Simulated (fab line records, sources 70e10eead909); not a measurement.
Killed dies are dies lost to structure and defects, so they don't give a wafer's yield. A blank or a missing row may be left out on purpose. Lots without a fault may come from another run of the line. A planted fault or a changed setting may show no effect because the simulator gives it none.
Which tool did it? | flow nand_harc | 12 lots, 36 wafers sampled, at 1 step of a route of 1302

WHAT THE GAUGES READ, wafer by wafer
NHARC_P_START_INSPECT_01.
lot  | measured     | on                | raw_defect_count
L075 | day 2 06:02  | defect_inspect-01 | 3 4 2
L077 | day 3 02:02  | defect_inspect-01 | 1 1 7
L079 | day 3 22:02  | defect_inspect-01 | 4 5 4
L081 | day 4 18:02  | defect_inspect-01 | 3 1 3
L083 | day 5 14:02  | defect_inspect-02 | 3 3 6
L085 | day 6 10:02  | defect_inspect-02 | 1 3 4
L087 | day 7 06:02  | defect_inspect-02 | 4 2 6
L089 | day 8 02:02  | defect_inspect-01 | 4 2 3
L091 | day 8 22:02  | defect_inspect-01 | 3 4 4
L093 | day 9 18:02  | defect_inspect-01 | 7 5 2
L095 | day 10 14:02 | defect_inspect-01 | 3 3 6
L097 | day 11 10:02 | defect_inspect-01 | 4 3 4

WHICH TOOL RAN EACH LOT (tool, then ch and the chambers of the sampled wafers, then the start)
The record holds no process step before these readings.

THE ANSWER, worked out from the rows above alone
Rule: what is usual is taken from the lots themselves. Put in order of their means at a reading, lots are off if they are a third of the lots or fewer, leave a main group of 4 or more, and stand apart from it by a gap of 3 or more times the standard deviation of the main group's means; of several such gaps the widest counts. A main group whose means are all the same, to the digits that the tables above print for the reading, isn't used. A lot without any number at a reading at which 4 lots or more have one is off too. The other lots that the step has rows for count as sound.
No lot is off at any reading shown: from this, nothing can be told.

WHAT THE SIMULATOR HAD PUT IN
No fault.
